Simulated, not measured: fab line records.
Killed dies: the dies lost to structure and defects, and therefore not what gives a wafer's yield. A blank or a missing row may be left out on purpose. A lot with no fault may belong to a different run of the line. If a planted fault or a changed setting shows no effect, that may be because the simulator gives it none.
Which of the tools did it?	flow nand harc	36 wafers from 13 lots sampled at 5 of the route's 1302 steps

== WHAT THE GAUGES SHOWED, per wafer ==
NHARC_A_CHANNEL_HOLE_D1_INSPECT_12. Usual: raw defect count 6, standard deviation 3.5.
lot	measured	on	raw defect count	flag
L291	day 8 22:22	defect inspect-02	12 6 6	
L293	day 9 21:13	defect inspect-01	8 7 7	
L294	day 9 23:08	defect inspect-01	7 4 7	
L295	day 10 06:37	defect inspect-02	7 0 9	
L296	day 10 22:55	defect inspect-02	6 6 5	
L298	day 11 18:04	defect inspect-02	4 2 5	
L302	day 13 07:53	defect inspect-02	4 4 12	
L304	day 14 08:01	defect inspect-01	9 18	
L303	day 14 08:47	defect inspect-01	9 17	
L305	day 14 20:34	defect inspect-02	9 6	
L311	day 17 08:26	defect inspect-02	4 9 4	
L312	day 17 15:08	defect inspect-02	5 2 4	
L313	day 18 01:25	defect inspect-02	2 11 9	

NHARC_END_SORT_01. Usual: killed at array 52, standard deviation 18; killed at other 1.0, standard deviation 1.4; killed at periphery 3.1, standard deviation 2.3; killed dies 56, standard deviation 17; killed open 3.0, standard deviation 1.7; killed short 2.5, standard deviation 1.7.
lot	measured	on	killed at array	killed at other	killed at periphery	killed dies	killed open	killed short	flag
L302	day 29 12:46	prober-02	39 44 37	2 1 1	3 2 1	44 47 39	2 5 3	3 8 2	
L304	day 29 11:35	prober-01	58 67	1 4	2 3	61 74	2 4	1 0	
L305	day 30 16:14	prober-02	65 86	1 0	1 4	67 90	4 4	0 3	

== EACH LOT AND THE TOOL THAT RAN IT (in order: tool; ch and the chambers of the sampled wafers; start) ==
lot	NHARC_A_CHANNEL_HOLE_D1_ETCH_44	NHARC_A_CHANNEL_FILL_D1_ALD_02	NHARC_A_CHANNEL_FILL_D1_ETCHBACK_20
L291	rie diel-09 ch 0,1, day 9 04:33	ald hk-02 ch 1,2, day 9 05:43	rie diel-06 ch 0,2, day 10 06:50
L293	rie diel-10 ch 0,3, day 10 03:11	ald hk-01 ch 0,1,3, day 10 04:44	rie diel-07 ch 1,2, day 11 04:41
L294	rie diel-10 ch 1,3, day 10 05:34	ald hk-01 ch 0,1,3, day 10 06:58	rie diel-11 ch 0,1, day 11 04:41
L295	rie diel-02 ch 1,2,3, day 10 15:19	ald hk-02 ch 1,2,3, day 10 16:29	rie diel-07 ch 2,3, day 11 18:13
L296	rie diel-02 ch 0,3, day 11 04:53	ald hk-01 ch 0,1,2, day 11 06:17	rie diel-06 ch 0,2,3, day 12 06:08
L298	rie diel-09 ch 0,2,3, day 12 04:34	ald hk-01 ch 0,1,3, day 12 05:53	rie diel-07 ch 1,2, day 13 05:44
L302	rie diel-10 ch 0,1,3, day 13 13:52	ald hk-03 ch 0,3, day 13 15:02	rie diel-11 ch 0,2, day 14 17:38
L304	rie diel-10 ch 2,3, day 14 14:01	ald hk-03 ch 1,3, day 14 16:07	rie diel-11 ch 0,3, day 15 16:12
L303	rie diel-10 ch 0,2, day 14 14:58	ald hk-03 ch 0,2, day 14 16:29	rie diel-06 ch 1,2, day 15 16:13
L305	rie diel-10 ch 3, day 15 04:13	ald hk-03 ch 0,3, day 15 05:28	rie diel-07 ch 1,2, day 16 07:52
L311	rie diel-10 ch 1,3, day 17 21:05	ald hk-02 ch 1,3, day 17 22:20	rie diel-06 ch 0,2, day 18 22:22
L312	rie diel-02 ch 0,2, day 17 23:05	ald hk-01 ch 1,3, day 18 00:16	rie diel-07 ch 0,2, day 18 22:22
L313	rie diel-10 ch 0,1,2, day 18 09:19	ald hk-01 ch 0,1, day 18 10:51	rie diel-06 ch 1,2,3, day 19 11:39
- NHARC_A_CHANNEL_HOLE_D1_ETCH_44: etches the open film in CF4/O2, target depth 140 nm, overetch 14 nm, time 77 s.
- NHARC_A_CHANNEL_FILL_D1_ALD_02: deposits SiO2, target thk 6 nm, pulse time 10 s, ald cycles 60.
- NHARC_A_CHANNEL_FILL_D1_ETCHBACK_20: etches the open film in C4F8/O2/Ar, target depth 27 nm, time 13.5 s.

== WHAT THE TOOLS THEMSELVES READ (means of the sampled wafers that have a number; where no wafer has one, the mark that the record gives instead) ==
NHARC_A_CHANNEL_HOLE_D1_ETCH_44. Usual: drypump motor current A 5.7 A, standard deviation 0.47; oes_f_703_au 1.000 a.u., standard deviation 0.0046; oes product au 0.998 a.u., standard deviation 0.013; rf vpp V 197.2 V, standard deviation 1.2; showerhead plenum p Torr 1.31 Torr, standard deviation 0.036; throttle valve pct 13.398 %, standard deviation 0.0082.
lot	tool	drypump motor current A (A)	oes_f_703_au (a.u.)	oes product au (a.u.)	rf vpp V (V)	showerhead plenum p Torr (Torr)	throttle valve pct (%)	flag
L291	rie diel-09	5.9	0.996	1.005	200.0	1.37	13.400	
L293	rie diel-10	6.2	0.999	0.989	197.9	1.32	13.401	
L294	rie diel-10	5.9	0.997	0.994	196.8	1.30	13.391	
L295	rie diel-02	5.6	0.996	1.009	196.8	1.30	13.406	
L296	rie diel-02	5.5	1.001	1.000	197.0	1.29	13.392	
L298	rie diel-09	5.6	1.001	1.003	197.6	1.34	13.402	
L302	rie diel-10	6.0	0.999	0.993	197.9	1.31	13.395	
L304	rie diel-10	5.7	1.002	1.010	196.6	1.29	13.404	
L303	rie diel-10	5.5	1.000	0.992	197.3	1.31	13.401	
L305	rie diel-10	6.3	1.004	0.996	195.9	1.29	13.410	
L311	rie diel-10	6.1	1.002	0.987	196.5	1.29	13.396	
L312	rie diel-02	6.0	0.999	1.001	197.5	1.31	13.401	
L313	rie diel-10	5.5	0.995	0.987	197.2	1.31	13.395	

NHARC_A_CHANNEL_FILL_D1_ALD_02. Usual: heater power w 447 W, standard deviation 39; precursor pulse height rel 1.000, standard deviation 0.019.
lot	tool	heater power w (W)	precursor pulse height rel	flag
L291	ald hk-02	437	0.986	
L293	ald hk-01	427	0.983	
L294	ald hk-01	421	1.000	
L295	ald hk-02	466	1.000	
L296	ald hk-01	417	0.997	
L298	ald hk-01	438	0.999	
L302	ald hk-03	432	1.010	
L304	ald hk-03	417	0.988	
L303	ald hk-03	464	1.012	
L305	ald hk-03	422	0.990	
L311	ald hk-02	491	1.001	
L312	ald hk-01	406	0.994	
L313	ald hk-01	433	0.996	

NHARC_A_CHANNEL_FILL_D1_ETCHBACK_20. Usual: oes product au 0.96 a.u., standard deviation 0.038; rf vpp V 979 V, standard deviation 5.1.
lot	tool	oes product au (a.u.)	rf vpp V (V)	flag
L291	rie diel-06	0.94	974	
L293	rie diel-07	0.93	975	
L294	rie diel-11	0.93	986	
L295	rie diel-07	0.97	981	
L296	rie diel-06	0.91	977	
L298	rie diel-07	1.02	976	
L302	rie diel-11	1.01	981	
L304	rie diel-11	0.97	982	
L303	rie diel-06	1.00	974	
L305	rie diel-07	1.00	978	
L311	rie diel-06	0.99	977	
L312	rie diel-07	0.93	982	
L313	rie diel-06	0.93	976	

== THE ANSWER, worked out from the rows above alone ==
Rule: lot off if the mean of its wafers having a number is beyond 3 standard deviations from the usual mean. A lot without any number at a reading at which 4 lots or more have one is off too. Any other lot the step has rows for is counted as sound. First the gauges in route order, then the tools' own readings, where a lot's mean is used as printed above. The first step at which some lot is off is used, and at that step the reading that is off furthest; a lot without a number counts as furthest.
Nothing can be told from this: no lot is off at any reading shown.

== WHAT THE SIMULATOR HAD PUT IN ==
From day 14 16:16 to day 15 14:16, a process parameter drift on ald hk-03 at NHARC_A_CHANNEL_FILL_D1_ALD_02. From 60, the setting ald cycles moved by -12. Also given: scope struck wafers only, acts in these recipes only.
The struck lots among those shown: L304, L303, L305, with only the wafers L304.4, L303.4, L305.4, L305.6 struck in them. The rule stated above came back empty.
